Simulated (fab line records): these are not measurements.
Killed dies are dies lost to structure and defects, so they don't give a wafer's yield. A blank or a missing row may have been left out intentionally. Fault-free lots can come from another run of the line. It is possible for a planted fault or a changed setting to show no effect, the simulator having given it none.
fab line records -- flow n5_finfet
record lots=10, wafers=29, last_day=18
route steps=1938 shown BEOL_M8@1334 PASSIVATION@1936
lots that met no fault: taken from a fault-free run of the same line
start_h: start of the lot's first displayed wafer, in hours after the record's first day -- wait_h: hours elapsed since this lot's preceding step -- " same as the row above -- L1.1+2: several wafers, shown together as one row -- - either no value or no given start -- * or withheld: withheld -- < > ~ a bound
route shown NAME@n: names a module that has steps shown in the file, with the first one's number in the route -- usual: mean/standard deviation taken from wafers without a fault -- same: alike in all rows -- chamber/n: place in a boat -- sites: per-site readings -- _std_site: standard deviation of those values -- _edge_site: outer sites' mean less inner sites' -- radius_mm: for every site, how far away it sits from the centre of the wafer -- mask NAME#n: copy n -- behind: the most recent tool/chamber to have shaped the wafer -- hold: what put the lot on hold/how long, in hours/how the hold closed -- device: names the non-switching transistor (n, p or np) -- end of line: tests run on the same wafers once the route is complete -- a step without rows: its recipe alone -- killed: dies lost to structure and defects at the first sort, not the wafer's yield -- map: dies across one wafer; x = killed, . = not, _ = none there
set.NAME: the setting as run; set.NAME@STEP: as run at that earlier step -- model.NAME: the simulator's own value behind a step, which no gauge read
route steps across a sampled set of lots; one table per step, one row per wafer
services: from which hour (start_h, from the record's first day; less than 0 if before it) a tool's chamber was out of use, for how many hours, and why
## steps
# step N5_BEOL_M8_THK_MEAS_01
# recipe reads=SiCOH_lowk_of_BEOL_M8_ILD_DEP_00
# usual M8_ILD_THK=155.5/2.5
lot.wafer,tool,chamber,start_h,wait_h,M8_ILD_THK[nm]
L641.3,film_metro-02,-,210.69,0.3,156.3
L641.4,film_metro-02,-,210.69,0.3,155.3
L641.5,film_metro-02,-,210.69,0.3,152.6
L643.2,film_metro-02,-,221.66,0.4,152.0
L643.4,film_metro-02,-,221.66,0.4,156.1
L643.5,film_metro-02,-,221.66,0.4,155.4
L642.3,film_metro-01,-,223.87,0.3,151.1
L642.4,film_metro-01,-,223.87,0.3,156.5
L642.6,film_metro-01,-,223.87,0.3,154.2
L655.1,film_metro-02,-,282.34,0.8,154.0
L655.2,film_metro-02,-,282.34,0.8,152.2
L655.3,film_metro-02,-,282.34,0.8,157.3
L654.2,film_metro-01,-,293.42,0.4,159.4
L654.4,film_metro-01,-,293.42,0.4,160.1
L654.5,film_metro-01,-,293.42,0.4,159.1
L658.1,film_metro-01,-,303.94,0.4,158.1
L658.3,film_metro-01,-,303.94,0.4,153.9
L658.6,film_metro-01,-,303.94,0.4,158.5
L660.2,film_metro-02,-,334.32,0.4,155.9
L660.3,film_metro-02,-,334.32,0.4,153.5
L664.2,film_metro-02,-,339.24,0.4,155.0
L664.3,film_metro-02,-,339.24,0.4,153.3
L664.5,film_metro-02,-,339.24,0.4,155.7
L661.1,film_metro-02,-,348.33,0.4,155.6
L661.4,film_metro-02,-,348.33,0.4,159.1
L661.5,film_metro-02,-,348.33,0.4,157.1
L662.1,film_metro-01,-,369.09,0.4,153.3
L662.3,film_metro-01,-,369.09,0.4,152.3
L662.5,film_metro-01,-,369.09,0.4,156.4
# step N5_BEOL_M8_INSPECT_13
# recipe mode=adi, inspect_instrument=brightfield
# usual raw_defect_count=442/120
lot.wafer,tool,chamber,start_h,wait_h,raw_defect_count
L641.3,defect_inspect-01,-,211.93,0.0,313
L641.4,defect_inspect-01,-,211.93,0.0,259
L641.5,defect_inspect-01,-,211.93,0.0,340
L643.2,defect_inspect-01,-,222.31,0.0,455
L643.4,defect_inspect-01,-,222.31,0.0,403
L643.5,defect_inspect-01,-,222.31,0.0,486
L642.3,defect_inspect-01,-,226.02,0.0,710
L642.4,defect_inspect-01,-,226.02,0.0,468
L642.6,defect_inspect-01,-,226.02,0.0,628
L655.1,defect_inspect-02,-,283.75,0.0,452
L655.2,defect_inspect-02,-,283.75,0.0,299
L655.3,defect_inspect-02,-,283.75,0.0,290
L654.2,defect_inspect-01,-,294.66,0.0,480
L654.4,defect_inspect-01,-,294.66,0.0,432
L654.5,defect_inspect-01,-,294.66,0.0,596
L658.1,defect_inspect-01,-,306.03,0.0,314
L658.3,defect_inspect-01,-,306.03,0.0,315
L658.6,defect_inspect-01,-,306.03,0.0,361
L660.2,defect_inspect-01,-,337.10,0.0,394
L660.3,defect_inspect-01,-,337.10,0.0,315
L664.2,defect_inspect-02,-,341.01,0.0,708
L664.3,defect_inspect-02,-,341.01,0.0,524
L664.5,defect_inspect-02,-,341.01,0.0,450
L661.1,defect_inspect-02,-,350.72,0.0,472
L661.4,defect_inspect-02,-,350.72,0.0,566
L661.5,defect_inspect-02,-,350.72,0.0,419
L662.1,defect_inspect-02,-,370.27,0.0,503
L662.3,defect_inspect-02,-,370.27,0.0,356
L662.5,defect_inspect-02,-,370.27,0.0,373
# step N5_BEOL_M8_ETCH_61
# recipe chemistry=CF4, target=SiARC, target_depth_a=455, mask_material=CAR-ArF, time_s=75.8, ion_energy_ev=80, pressure_mtorr=40, source_w=545, bias_w=36, Ar_flow_sccm=100, cf4_flow_sccm=100, ends=cleared
# usual bias_w=36.00/0.11, drypump_motor_current_A=5.7/0.47, etch_rf_on_time_s=75.0/2.2, oes_product_au=0.66/0.081, rf_vpp_V=183.9/1.1, showerhead_plenum_p_Torr=2.13/0.067, throttle_valve_pct=15.57/0.24
lot.wafer,tool,chamber,start_h,wait_h,bias_w,drypump_motor_current_A,etch_rf_on_time_s,oes_product_au,rf_hours_counter_h,rf_vpp_V,showerhead_plenum_p_Torr,throttle_valve_pct
L641.3,rie_diel-05,3,211.99,0.0,36.03,5.2,75.0,0.72,58,183.0,2.10,15.47
L641.4,rie_diel-05,0,211.99,0.0,35.97,5.4,75.2,0.58,234,184.0,2.10,15.75
L641.5,rie_diel-05,3,211.99,0.0,36.01,5.2,75.0,0.71,-,184.0,2.10,15.48
L643.2,rie_diel-06,2,222.42,0.0,35.95,5.9,70.9,0.74,83,183.7,2.08,15.55
L643.4,rie_diel-06,3,222.42,0.0,36.07,5.4,76.3,0.62,187,185.9,2.24,15.67
L643.5,rie_diel-06,3,222.42,0.0,36.29,5.5,76.4,0.62,-,187.1,2.24,15.67
L642.3,rie_diel-05,0,226.32,0.0,35.86,5.4,74.4,0.58,240,183.9,2.10,15.75
L642.4,rie_diel-05,3,226.32,0.0,36.11,5.2,74.4,0.72,63,183.9,2.10,15.48
L642.6,rie_diel-05,3,226.32,0.0,35.93,5.2,74.4,0.72,-,183.0,2.10,15.49
L655.1,rie_diel-01,2,283.82,0.0,35.93,5.3,73.7,0.68,116,183.7,2.15,15.33
L655.2,rie_diel-01,3,283.82,0.0,36.25,6.6,77.0,0.56,245,185.2,2.19,15.44
L655.3,rie_diel-01,1,283.82,0.0,36.09,6.0,76.8,0.58,243,180.9,2.04,15.91
L654.2,rie_diel-06,1,294.72,0.0,36.20,5.5,75.9,0.75,52,183.6,2.09,15.45
L654.4,rie_diel-06,3,294.72,0.0,35.79,5.5,77.7,0.60,213,185.9,2.23,15.71
L654.5,rie_diel-06,2,294.72,0.0,35.92,5.9,71.9,0.71,-,183.0,2.07,15.60
L658.1,rie_diel-01,2,306.13,0.0,36.00,5.3,73.4,0.68,127,184.6,2.15,15.34
L658.3,rie_diel-01,0,306.13,0.0,35.96,5.2,71.9,0.86,1,185.0,2.18,15.35
L658.6,rie_diel-01,0,306.13,0.0,36.02,5.2,72.4,0.85,-,184.7,2.18,15.34
L660.2,rie_diel-01,0,337.17,0.0,35.89,5.2,73.5,0.80,14,185.2,2.18,15.38
L660.3,rie_diel-01,1,337.17,0.0,36.09,6.0,75.9,0.58,268,183.2,2.03,15.98
L664.2,rie_diel-01,0,341.07,0.0,35.93,5.2,72.3,0.80,15,184.8,2.18,15.37
L664.3,rie_diel-01,3,341.07,0.0,35.87,6.6,77.1,0.83,8,183.2,2.18,15.00
L664.5,rie_diel-01,1,341.07,0.0,36.02,6.0,76.0,0.58,-,183.1,2.03,15.96
L661.1,rie_diel-05,3,350.79,0.0,35.96,5.2,74.6,0.68,105,183.0,2.09,15.57
L661.4,rie_diel-05,0,350.79,0.0,35.97,5.4,74.8,0.77,30,184.4,2.08,15.32
L661.5,rie_diel-05,2,350.79,0.0,35.89,5.1,78.1,0.57,-,184.4,2.20,15.77
L662.1,rie_diel-05,2,370.34,0.0,36.02,5.1,78.3,0.57,247,184.4,2.20,15.77
L662.3,rie_diel-05,1,370.34,0.0,36.23,5.3,73.0,0.67,148,186.3,2.23,15.47
L662.5,rie_diel-05,0,370.34,0.0,36.05,5.4,74.9,0.76,-,183.8,2.08,15.33
# step N5_BEOL_M8_INSPECT_30
# recipe mode=adi, inspect_instrument=brightfield
# usual raw_defect_count=449/130
lot.wafer,tool,chamber,start_h,wait_h,raw_defect_count
L641.3,defect_inspect-01,-,213.19,0.2,320
L641.4,defect_inspect-01,-,213.19,0.2,261
L641.5,defect_inspect-01,-,213.19,0.2,337
L643.2,defect_inspect-01,-,224.85,0.0,455
L643.4,defect_inspect-01,-,224.85,0.0,419
L643.5,defect_inspect-01,-,224.85,0.0,488
L642.3,defect_inspect-02,-,228.36,0.0,800
L642.4,defect_inspect-02,-,228.36,0.0,565
L642.6,defect_inspect-02,-,228.36,0.0,692
L655.1,defect_inspect-01,-,284.65,0.1,381
L655.2,defect_inspect-01,-,284.65,0.1,260
L655.3,defect_inspect-01,-,284.65,0.1,242
L654.2,defect_inspect-02,-,296.04,0.0,1044
L654.4,defect_inspect-02,-,296.04,0.0,496
L654.5,defect_inspect-02,-,296.04,0.0,664
L658.1,defect_inspect-02,-,307.98,0.1,351
L658.3,defect_inspect-02,-,307.98,0.1,371
L658.6,defect_inspect-02,-,307.98,0.1,409
L660.2,defect_inspect-01,-,339.55,0.0,385
L660.3,defect_inspect-01,-,339.55,0.0,333
L664.2,defect_inspect-01,-,343.51,0.0,561
L664.3,defect_inspect-01,-,343.51,0.0,457
L664.5,defect_inspect-01,-,343.51,0.0,421
L661.1,defect_inspect-01,-,353.94,0.1,415
L661.4,defect_inspect-01,-,353.94,0.1,478
L661.5,defect_inspect-01,-,353.94,0.1,340
L662.1,defect_inspect-01,-,372.69,0.1,424
L662.3,defect_inspect-01,-,372.69,0.1,314
L662.5,defect_inspect-01,-,372.69,0.1,305
# step N5_BEOL_M8_ETCH_41
# recipe chemistry=CH3F/O2, target=SiCN, target_depth_a=319, taper_deg=2, time_s=57.8, ion_energy_ev=120, mask_material=TiN, pressure_mtorr=30, source_w=395, bias_w=75, Ar_flow_sccm=150, CH3F_flow_sccm=30, O2_flow_sccm=20
# usual bias_w=74.98/0.22, drypump_motor_current_A=5.5/0.42, oes_product_au=0.79/0.09, rf_vpp_V=297.3/1.6, showerhead_plenum_p_Torr=2.00/0.065, throttle_valve_pct=16.25/0.21
lot.wafer,tool,chamber,start_h,wait_h,bias_w,drypump_motor_current_A,oes_product_au,rf_hours_counter_h,rf_vpp_V,showerhead_plenum_p_Torr,throttle_valve_pct
L641.3,rie_diel-06,0,-,-,75.28,5.5,0.76,161,297.8,1.91,16.45
L641.4,rie_diel-06,2,-,-,74.88,5.8,0.86,80,296.4,1.95,16.31
L641.5,rie_diel-06,1,-,-,75.07,5.6,0.92,-,296.7,1.96,16.10
L643.2,rie_diel-05,3,-,-,74.52,5.2,0.85,63,296.1,1.95,16.18
L643.4,rie_diel-05,0,-,-,74.78,5.4,0.68,239,297.7,1.96,16.50
L643.5,rie_diel-05,3,-,-,75.21,5.2,0.85,-,297.6,1.95,16.16
L642.3,rie_diel-05,0,-,-,74.90,5.4,0.68,241,296.3,1.96,16.49
L642.4,rie_diel-05,3,-,-,75.11,5.2,0.84,64,295.7,1.95,16.17
L642.6,rie_diel-05,2,-,-,74.98,5.1,0.71,-,300.2,2.08,16.40
L655.1,rie_diel-05,3,-,-,74.86,5.2,0.82,85,295.9,1.95,16.21
L655.2,rie_diel-05,0,-,-,74.95,5.4,0.96,7,298.0,1.96,16.06
L655.3,rie_diel-05,2,-,-,75.15,5.1,0.69,216,298.5,2.07,16.43
L654.2,rie_diel-01,2,-,-,75.43,5.3,0.80,122,299.1,2.02,16.11
L654.4,rie_diel-01,2,-,-,75.22,5.3,0.79,-,297.6,2.02,16.09
L654.5,rie_diel-01,3,-,-,74.87,6.6,0.66,-,299.9,2.05,16.18
L658.1,rie_diel-05,1,-,-,74.64,5.3,0.81,125,298.8,2.09,16.11
L658.3,rie_diel-05,3,-,-,75.08,5.2,0.81,93,295.1,1.94,16.23
L658.6,rie_diel-05,1,-,-,75.00,5.3,0.81,-,298.4,2.09,16.11
L660.2,rie_diel-05,1,-,-,74.94,5.3,0.79,137,297.1,2.09,16.14
L660.3,rie_diel-05,0,-,-,75.20,5.4,0.90,26,296.8,1.95,16.07
L664.2,rie_diel-01,1,-,-,74.94,6.0,0.67,271,295.0,1.91,16.76
L664.3,rie_diel-01,3,-,-,74.99,6.6,0.95,10,298.1,2.04,15.75
L664.5,rie_diel-01,0,-,-,75.00,5.2,0.91,-,297.4,2.03,16.07
L661.1,rie_diel-01,2,-,-,75.15,5.3,0.78,136,296.5,2.01,16.13
L661.4,rie_diel-01,2,-,-,75.30,5.3,0.79,-,297.3,2.01,16.12
L661.5,rie_diel-01,3,-,-,75.36,6.6,0.94,-,297.8,2.04,15.77
L662.1,rie_diel-01,2,-,-,75.26,5.3,0.77,143,297.3,2.01,16.13
L662.3,rie_diel-01,0,-,-,75.03,5.2,0.88,29,297.7,2.02,16.09
L662.5,rie_diel-01,0,-,-,74.78,5.2,0.88,-,298.7,2.02,16.08
# step N5_PASSIVATION_PROBE_49
# usual defect_limited_yield=91.0/1.4, killed_at_M0_to_M3=36/9.6, killed_at_M4_up=14/6.1, killed_at_contacts=13/6.6, killed_at_front_end=40/11, killed_at_other=3.2/2.9, killed_dies=106/17, killed_open=71/12, killed_short=33/7.3, sort_bin_4_leakage=0.02/0.11, sort_bin_5_function=5.3/1, sort_bin_6_memory=3.4/0.68, sort_n_pass=1073/19, sort_yield_pct=91.0/1.6
# same gross_dies=1180, killed_at_back_side=0, sort_bin_8_speed[%]=0
lot.wafer,tool,chamber,start_h,wait_h,defect_limited_yield[%],killed_at_M0_to_M3,killed_at_M4_up,killed_at_contacts,killed_at_front_end,killed_at_other,killed_dies,killed_open,killed_short,sort_bin_4_leakage[%],sort_bin_5_function[%],sort_bin_6_memory[%],sort_n_pass,sort_yield_pct[%]
L654.2,prober-02,-,365.99,0.1,82.5,43,111,14,36,2,206,68,39,0,12.0,3.1,974,82.5
L654.4,prober-02,-,366.09,0.2,91.6,40,15,12,30,2,99,51,48,0,4.7,3.3,1081,91.6
L654.5,prober-02,-,366.14,0.2,90.0,34,20,23,33,8,118,81,35,0,6.5,3.1,1062,90.0
L658.1,prober-01,-,385.25,0.0,92.2,32,25,13,22,0,92,58,34,0,4.3,3.3,1088,92.2
L658.3,prober-01,-,385.35,0.1,90.6,50,12,8,41,0,111,64,39,0,5.7,2.8,1069,90.6
L658.6,prober-01,-,385.50,0.3,90.2,59,15,16,26,0,116,79,34,0,4.9,4.6,1064,90.2
# killed by level:class
L654.2 BEOL_M8:unspecified=98 BEOL_M3:geometric_particle:open=12 MOL_CONTACT_COAG:geometric_particle:open=10 BEOL_M1:geometric_particle:open=10 GATE_CUT:geometric_particle:short=9 BEOL_M0_SAQP:geometric_particle:short=9 FIN_SAQP:geometric_particle:short=6 BEOL_M0_SAQP:geometric_particle:open=6
L654.4 BEOL_M0_SAQP:geometric_particle:short=12 GATE_CUT:geometric_particle:short=7 MOL_CONTACT_COAG:geometric_particle:open=7 BEOL_M0_SAQP:geometric_particle:open=7 BEOL_M4:geometric_particle:open=7 MOL_CONTACT_COAG:geometric_particle:short=5 ILD0:geometric_particle:short=5 ILD0:geometric_particle:open=5
L654.5 MOL_CONTACT_COAG:geometric_particle:open=16 BEOL_M2:geometric_particle:open=13 STI_FIN_REVEAL:geometric_particle:open=9 BEOL_M4:geometric_particle:open=9 MOL_CONTACT_COAG:geometric_particle:short=7 BEOL_M0_SAQP:geometric_particle:short=6 FIN_SAQP:geometric_particle:open=4 BEOL_M0_SAQP:geometric_particle:open=4
L658.1 BEOL_M4:geometric_particle:open=13 MOL_CONTACT_COAG:geometric_particle:open=10 BEOL_M1:geometric_particle:open=10 BEOL_M0_SAQP:geometric_particle:short=9 BEOL_M1:geometric_particle:short=7 STARTING-WAFER:geometric_particle:open=4 STARTING-WAFER:geometric_particle:short=4 FIN_SAQP:geometric_particle:short=3
L658.3 BEOL_M1:geometric_particle:open=14 BEOL_M0_SAQP:geometric_particle:open=10 FIN_SAQP:geometric_particle:short=9 BEOL_M4:geometric_particle:open=8 BEOL_M1:geometric_particle:short=7 BEOL_M2:geometric_particle:open=7 MOL_CONTACT_COAG:geometric_particle:open=6 FIN_SAQP:geometric_particle:open=5
L658.6 BEOL_M1:geometric_particle:open=18 MOL_CONTACT_COAG:geometric_particle:open=13 BEOL_M0_SAQP:geometric_particle:open=12 BEOL_M0_SAQP:geometric_particle:short=11 BEOL_M1:geometric_particle:short=6 FIN_SAQP:geometric_particle:short=5 FIN_SAQP:geometric_particle:open=5 BEOL_M3:geometric_particle:open=4
## services
tool,chamber,start_h,hours,kind
rie_diel-01,2,225.67,2.5,repair
rie_diel-01,0,230.15,3.8,repair
rie_diel-05,0,251.23,-,clean
rie_diel-05,0,251.23,-,consumable_replace:focus_ring
rie_diel-05,0,251.23,17.4,scheduled_down
rie_diel-05,0,251.23,17.4,vent_cycle
rie_diel-06,0,251.86,12.1,repair
rie_diel-06,3,267.73,5.6,repair
rie_diel-01,0,273.91,-,clean
rie_diel-01,0,273.91,-,consumable_replace:esc
rie_diel-01,0,273.91,-,consumable_replace:focus_ring
rie_diel-01,0,273.91,29.4,scheduled_down
rie_diel-01,0,273.91,29.4,vent_cycle
rie_diel-01,2,274.40,6.1,repair
rie_diel-06,2,299.66,8.5,repair
rie_diel-01,3,303.35,-,clean
rie_diel-01,3,303.35,-,consumable_replace:focus_ring
rie_diel-01,3,303.35,17.1,scheduled_down
rie_diel-01,3,303.35,17.1,vent_cycle
rie_diel-01,2,318.89,28.1,repair
rie_diel-05,3,331.24,12.5,repair
rie_diel-01,1,347.04,-,clean
rie_diel-01,-,353.12,0.2,repair
rie_diel-05,2,372.14,6.0,repair
## key
first_sign step=N5_BEOL_M8_INSPECT_30, reading=raw_defect_count, direction=up, sigmas=4.6, usual=449, struck=1044
effect step=N5_PASSIVATION_PROBE_49, reading=killed_at_M4_up, direction=up, sigmas=16, usual=14, struck=111
more_kills_born_at N5_BEOL_M8_ETCH_61@rie_diel-06=98
met_at N5_BEOL_M8_ETCH_61
struck_lots L654
struck_wafers L654.2
not_acting_at N5_BEOL_M8_THK_MEAS_01,N5_BEOL_M8_INSPECT_13,N5_BEOL_M8_ETCH_41
fault kind=chamber_particle_source, tool=rie_diel-06, chamber=1, onset_h=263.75, steps=N5_BEOL_M8_ETCH_61, rate_per_visit_cm2=0.75412, end_h=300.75
